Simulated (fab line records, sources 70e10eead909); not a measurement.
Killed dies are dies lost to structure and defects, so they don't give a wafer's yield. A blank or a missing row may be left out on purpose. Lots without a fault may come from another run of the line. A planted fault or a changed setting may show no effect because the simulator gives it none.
fab line records | flow nand_harc
record lots=12 wafers=36 last_day=32
route steps=1302 shown P_ZERO_WELL@16 P_STI@85
lots that met no fault: from a run of the same line without faults
start_h: hours from the record's first day to the start of the lot's first wafer shown | wait_h: hours since the lot's step before | " the same as in the row above | L1.1+2: a row that stands for several wafers | - no value, or no start given | * or withheld: withheld | < > ~ a bound
route shown NAME@n: a module of which the file shows steps, and the number in the route of the first | usual: mean/standard deviation of fault-free wafers | same: alike in all rows | chamber/n: place in a boat | sites: the reading at each site | _std_site: their standard deviation | _edge_site: outer sites' mean less inner sites' | radius_mm: how far each site lies from the wafer's centre | mask NAME#n: copy n | behind: the tool/chamber that last shaped the wafer | hold: why the lot was held/for how many hours/how that ended | device: the transistor (n, p or np) that didn't switch | end of line: the same wafers' tests at the end of the route | a step without rows: its recipe alone | killed: dies lost to structure and defects at the first sort, not the wafer's yield | map: a wafer's dies, x killed, . not, _ none there
set.NAME: the setting as run; set.NAME@STEP: as run at that earlier step | model.NAME: the simulator's own value behind a step, which no gauge read
steps of the route over a sample of lots; a table a step, a row a wafer
services: from which hour (start_h, from the record's first day; less than 0 if before it) a tool's chamber was out of use, for how many hours, and why
## steps
# step NHARC_P_ZERO_WELL_DESCUM_13
# recipe time_s=3 o2_flow_sccm=200 ar_flow_sccm=0 bias_power_w=0 chemistry=O2
# usual drypump_motor_current_A=5.8/0.46 oes_product_au=1.000/0.013 rf_vpp_V=57.6/1 showerhead_plenum_p_Torr=1.88/0.081 throttle_valve_pct=11.311/0.009
# columns lot.wafer tool chamber start_h wait_h drypump_motor_current_A oes_product_au rf_hours_counter_h rf_vpp_V showerhead_plenum_p_Torr throttle_valve_pct
L957.1 rie_diel-08 2 22.81 - 6.3 0.990 0 59.8 1.96 11.308
L957.2 " 3 " " 5.1 1.003 0 58.3 2.00 11.314
L957.6 " 1 " " 5.5 1.012 - 58.3 1.97 11.320
L958.4 rie_diel-06 0 31.27 - 6.1 1.005 25 58.7 1.90 11.293
L958.1 " 2 " " 6.4 0.982 29 57.5 1.79 11.319
L958.5 " 1 " " 5.5 1.001 - 58.2 1.85 11.331
L959.4 rie_diel-06 2 41.27 - 6.4 0.980 32 57.7 1.78 11.319
L959.1 " 3 " " 6.2 0.986 31 56.8 1.89 11.327
L959.5 " 2 " " 6.4 0.982 - 56.1 1.78 11.317
L960.4 rie_diel-08 0 51.92 - 6.1 1.011 9 56.0 1.81 11.314
L960.2 " 1 " " 5.5 1.002 9 59.2 1.97 11.311
L960.5 " 0 " " 6.1 1.019 - 57.7 1.81 11.284
L961.1 rie_diel-08 3 61.40 - 5.1 1.001 13 57.2 2.00 11.301
L961.2 " 0 " " 6.1 1.033 14 56.5 1.81 11.318
L961.6 " 2 " " 6.3 1.003 - 57.3 1.95 11.307
L962.4 rie_diel-06 2 71.28 - 6.4 0.993 46 56.7 1.78 11.306
L962.2 " 0 " " 6.1 1.009 39 57.0 1.89 11.311
L962.5 " 1 " " 5.5 1.008 - 58.0 1.84 11.303
L964.1 rie_diel-08 1 91.28 - 5.5 1.001 23 57.1 1.96 11.315
L964.4 " 2 " " 6.3 0.991 21 58.3 1.95 11.305
L964.5 " 1 " " 5.5 1.009 - 56.7 1.96 11.307
L967.1 rie_diel-10 2 121.30 - 5.1 0.996 15 57.0 1.79 11.304
L967.4 " 0 " " 5.0 0.987 15 57.2 1.77 11.306
L967.5 " 2 " " 5.1 0.994 - 58.8 1.79 11.304
L975.2 rie_diel-08 3 201.30 - 5.1 1.007 0 57.4 1.98 11.316
L975.4 " 1 " " 5.5 1.008 0 58.1 1.95 11.315
L975.6 " 3 " " 5.1 1.004 - 57.2 1.98 11.325
L976.2 rie_diel-06 1 211.45 - 5.6 1.013 21 56.5 1.83 11.302
L976.1 " 3 " " 6.2 0.990 18 56.6 1.88 11.308
L976.5 " 2 " " 6.4 1.001 - 57.1 1.77 11.311
L978.1 rie_diel-06 1 231.40 - 5.5 1.002 26 57.9 1.83 11.320
L978.2 " 2 " " 6.3 0.993 30 57.2 1.77 11.306
L978.6 " 2 " " 6.3 1.003 - 56.1 1.77 11.298
L979.4 rie_diel-06 3 241.46 - 6.2 0.985 26 57.7 1.88 11.302
L979.1 " 2 " " 6.4 0.997 31 56.5 1.77 11.314
L979.6 " 3 " " 6.2 0.988 - 58.2 1.88 11.314
# step NHARC_P_ZERO_WELL_EXPOSE_34
# recipe na=0.6 target_cd_nm=720 dose_mj=22.31 mask_id=P_PWELL
# columns lot.wafer tool chamber start_h wait_h mask
L957.1+2+6 krf_scanner-02 0 25.51 - P_PWELL#0
L958.1+4+5 krf_scanner-04 0 33.94 - P_PWELL#0
L959.1+4+5 krf_scanner-02 0 46.14 - P_PWELL#0
L960.2+4+5 krf_scanner-02 0 54.53 - P_PWELL#0
L961.1+2+6 krf_scanner-04 0 64.12 - P_PWELL#0
L962.2+4+5 krf_scanner-02 0 73.90 - P_PWELL#0
L964.1+4+5 krf_scanner-02 0 93.94 - P_PWELL_R1#0
L967.1+4+5 krf_scanner-02 0 123.98 - P_PWELL#0
L975.2+4+6 krf_scanner-01 0 203.72 - P_PWELL#0
L976.1+2+5 krf_scanner-02 0 214.26 - P_PWELL#0
L978.1+2+6 krf_scanner-02 0 234.11 - P_PWELL#0
L979.1+4+6 krf_scanner-04 0 244.13 - P_PWELL#0
# step NHARC_P_ZERO_WELL_CD_MEAS_37
# recipe target_cd_nm=720 landing_energy_ev=500
# usual cd_nm=720.3/2.4
# columns lot.wafer tool chamber start_h wait_h hold cd_nm
L957.1 cd_sem-01 0 25.67 - - 719.4
L957.2 " 0 " " - 723.8
L957.6 " 0 " " - 724.3
L958.1 cd_sem-02 0 34.09 - - 717.1
L958.4 " 0 " " - 716.3
L958.5 " 0 " " - 716.5
L959.1 cd_sem-03 0 46.30 - - 721.0
L959.4 " 0 " " - 720.0
L959.5 " 0 " " - 721.8
L960.2 cd_sem-01 0 54.69 - - 719.8
L960.4 " 0 " " - 718.9
L960.5 " 0 " " - 720.0
L961.1 cd_sem-02 0 64.28 - - 719.2
L961.2 " 0 " " - 722.6
L961.6 " 0 " " - 717.8
L962.2 cd_sem-03 0 74.05 - - 717.7
L962.4 " 0 " " - 715.8
L962.5 " 0 " " - 720.9
L964.1 cd_sem-03 0 94.09 - await_dispo/0.2h/release 754.6
L964.4 " 0 " " await_dispo/0.2h/release 755.3
L964.5 " 0 " " await_dispo/0.2h/release 757.3
L964.1 cd_sem-03 0 - - - 754.9
L964.4 " 0 " " - 755.7
L964.5 " 0 " " - 757.4
L967.1 cd_sem-01 0 124.14 - - 719.4
L967.4 " 0 " " - 722.2
L967.5 " 0 " " - 723.9
L975.2 cd_sem-01 0 203.87 - - 719.8
L975.4 " 0 " " - 720.6
L975.6 " 0 " " - 720.4
L976.1 cd_sem-03 0 214.41 - - 721.5
L976.2 " 0 " " - 719.8
L976.5 " 0 " " - 721.6
L978.1 cd_sem-03 0 234.26 - - 720.3
L978.2 " 0 " " - 719.6
L978.6 " 0 " " - 723.2
L979.1 cd_sem-03 0 244.28 - - 721.8
L979.4 " 0 " " - 725.2
L979.6 " 0 " " - 723.9
# step NHARC_P_STI_INSPECT_11
# usual raw_defect_count=6/3.2
# columns lot.wafer tool chamber start_h wait_h raw_defect_count
L957.1 defect_inspect-01 - 45.64 0.0 7
L957.2 " - " " 8
L957.6 " - " " 8
L958.1 defect_inspect-01 - 57.70 0.0 5
L958.4 " - " " 4
L958.5 " - " " 5
L959.1 defect_inspect-01 - 64.95 0.0 1
L959.4 " - " " 7
L959.5 " - " " 2
L960.2 defect_inspect-01 - 73.06 0.0 5
L960.4 " - " " 14
L960.5 " - " " 6
L961.1 defect_inspect-01 - 84.25 0.0 5
L961.2 " - " " 4
L961.6 " - " " 5
L962.2 defect_inspect-01 - 93.14 0.0 10
L962.4 " - " " 5
L962.5 " - " " 5
L964.1 defect_inspect-01 - 115.00 0.0 7
L964.4 " - " " 3
L964.5 " - " " 8
L967.1 defect_inspect-01 - 144.12 0.0 2
L967.4 " - " " 6
L967.5 " - " " 3
L975.2 defect_inspect-02 - 222.60 0.0 11
L975.4 " - " " 5
L975.6 " - " " 2
L976.1 defect_inspect-02 - 233.11 0.0 4
L976.2 " - " " 0
L976.5 " - " " 3
L978.1 defect_inspect-01 - 253.10 0.0 8
L978.2 " - " " 3
L978.6 " - " " 12
L979.1 defect_inspect-02 - 264.84 0.0 5
L979.4 " - " " 6
L979.6 " - " " 20
# step NHARC_P_STI_ETCH_42
# recipe target_depth_a=800 overetch_a=240 time_s=61 ion_energy_ev=200 n2_flow_sccm=150 h2_flow_sccm=150 ar_flow_sccm=0 rf_w=400 bias_w=150 chemistry=N2/H2
# usual drypump_motor_current_A=5.9/0.5 oes_product_au=1.001/0.016 rf_vpp_V=430.7/2.4 showerhead_plenum_p_Torr=2.04/0.08 throttle_valve_pct=14.170/0.0094
# columns lot.wafer tool chamber start_h wait_h drypump_motor_current_A oes_product_au rf_hours_counter_h rf_vpp_V showerhead_plenum_p_Torr throttle_valve_pct
L957.2 rie_diel-07 2 45.86 0.1 5.2 0.976 6 428.0 1.96 14.166
L957.1 " 3 " " 6.2 1.024 9 430.5 2.07 14.164
L957.6 " 2 " " 5.2 0.984 - 428.3 1.96 14.151
L958.1 rie_diel-07 1 57.92 0.1 5.3 1.008 8 428.1 1.97 14.173
L958.4 " 2 " " 5.2 0.971 8 427.9 1.96 14.166
L958.5 " 0 " " 6.6 1.006 - 427.5 1.94 14.169
L959.4 rie_diel-03 0 65.17 0.1 5.3 0.992 5 435.6 2.17 14.162
L959.1 " 1 " " 6.3 0.994 5 429.5 2.02 14.166
L959.5 " 1 " " 6.3 0.998 - 431.0 2.02 14.193
L960.4 rie_diel-03 0 73.28 0.1 5.3 0.987 5 433.2 2.17 14.159
L960.2 " 1 " " 6.2 0.998 5 429.9 2.02 14.182
L960.5 " 0 " " 5.3 1.000 - 433.3 2.17 14.183
L961.2 rie_diel-07 3 84.47 0.1 6.2 1.011 13 431.1 2.07 14.171
L961.1 " 0 " " 6.6 1.010 13 428.0 1.94 14.163
L961.6 " 0 " " 6.6 1.006 - 427.7 1.94 14.179
L962.2 rie_diel-11 1 93.36 0.1 6.5 0.983 0 433.7 2.16 14.169
L962.4 " 0 " " 5.8 0.982 0 429.9 2.00 14.171
L962.5 " 1 " " 6.4 0.987 - 434.2 2.16 14.177
L964.4 rie_diel-03 0 115.22 0.1 5.3 0.989 0 433.9 2.17 14.164
L964.1 " 2 " " 6.2 0.976 0 432.4 2.13 14.159
L964.5 " 1 " " 6.3 0.989 - 431.4 2.02 14.167
L967.4 rie_diel-07 2 144.35 0.1 5.2 0.984 3 428.6 1.95 14.189
L967.1 " 3 " " 6.2 1.032 1 431.3 2.07 14.165
L967.5 " 2 " " 5.2 0.985 - 428.6 1.95 14.164
L975.4 rie_diel-03 1 222.83 0.1 6.2 0.993 5 429.1 2.01 14.173
L975.2 " 3 " " 5.3 0.999 5 429.7 2.04 14.165
L975.6 " 0 " " 5.3 0.980 - 432.4 2.16 14.167
L976.1 rie_diel-07 0 233.33 0.1 6.6 1.024 9 426.9 1.94 14.162
L976.2 " 3 " " 6.2 1.044 8 430.9 2.06 14.181
L976.5 " 0 " " 6.6 1.014 - 428.5 1.94 14.171
L978.2 rie_diel-07 3 253.32 0.1 6.2 1.041 10 431.8 2.06 14.192
L978.1 " 1 " " 5.3 1.018 10 428.4 1.97 14.161
L978.6 " 2 " " 5.2 0.981 - 428.8 1.95 14.165
L979.1 rie_diel-11 2 265.07 0.1 6.0 1.001 0 431.4 2.08 14.186
L979.4 " 3 " " 6.2 1.024 0 434.1 2.15 14.162
L979.6 " 0 " " 5.8 1.005 - 429.7 2.00 14.172
## services
# columns tool chamber start_h hours kind
rie_diel-07 2 3.06 9.5 repair
rie_diel-07 1 7.72 8.7 repair
rie_diel-08 - 13.80 9.0 pm
rie_diel-08 3 23.57 3.8 repair
krf_scanner-02 - 29.63 0.5 repair
rie_diel-07 3 34.22 9.3 repair
rie_diel-03 0 38.98 2.0 repair
rie_diel-06 1 48.32 8.0 repair
rie_diel-06 1 62.12 8.1 repair
rie_diel-06 - 77.37 0.6 repair
krf_scanner-02 - 94.00 4.0 pm
rie_diel-03 3 94.84 7.2 repair
rie_diel-03 - 104.30 9.0 pm
rie_diel-07 - 117.20 9.0 pm
rie_diel-06 - 130.37 9.0 pm
rie_diel-07 3 130.44 8.6 repair
rie_diel-08 1 142.52 4.5 repair
rie_diel-08 3 149.49 13.8 repair
krf_scanner-02 - 152.79 3.1 repair
rie_diel-06 3 181.43 9.7 repair
rie_diel-06 0 182.83 2.9 repair
rie_diel-08 - 190.84 9.0 pm
rie_diel-08 2 222.95 9.8 repair
rie_diel-06 1 252.93 42.4 repair
## key
first_sign step=NHARC_P_ZERO_WELL_EXPOSE_34 reading=mask direction=changed
effect step=NHARC_P_ZERO_WELL_CD_MEAS_37 reading=visit direction=added
effect step=NHARC_P_ZERO_WELL_CD_MEAS_37 reading=cd_nm direction=up sigmas=15 usual=720.3 struck=755.7
met_at NHARC_P_ZERO_WELL_EXPOSE_34
struck_lots L964
tester_left_out L964
not_acting_at NHARC_P_ZERO_WELL_DESCUM_13,NHARC_P_STI_INSPECT_11,NHARC_P_STI_ETCH_42
onset_between 73.90 93.94
fault kind=wrong_mask tool=any chamber=- onset_h=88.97 steps=NHARC_P_ZERO_WELL_EXPOSE_34 aux_copy=P_PWELL_R1#0 cd_offset_nm=36.26 scope=struck_lots_only
# tester_left_out: of these lots the tester's yield and bins aren't shown, on N5 and GAA mostly nor the transistor test; their killed dies are dies lost to structure and defects alone, not to doping, threshold or leakage, so they don't give the yield
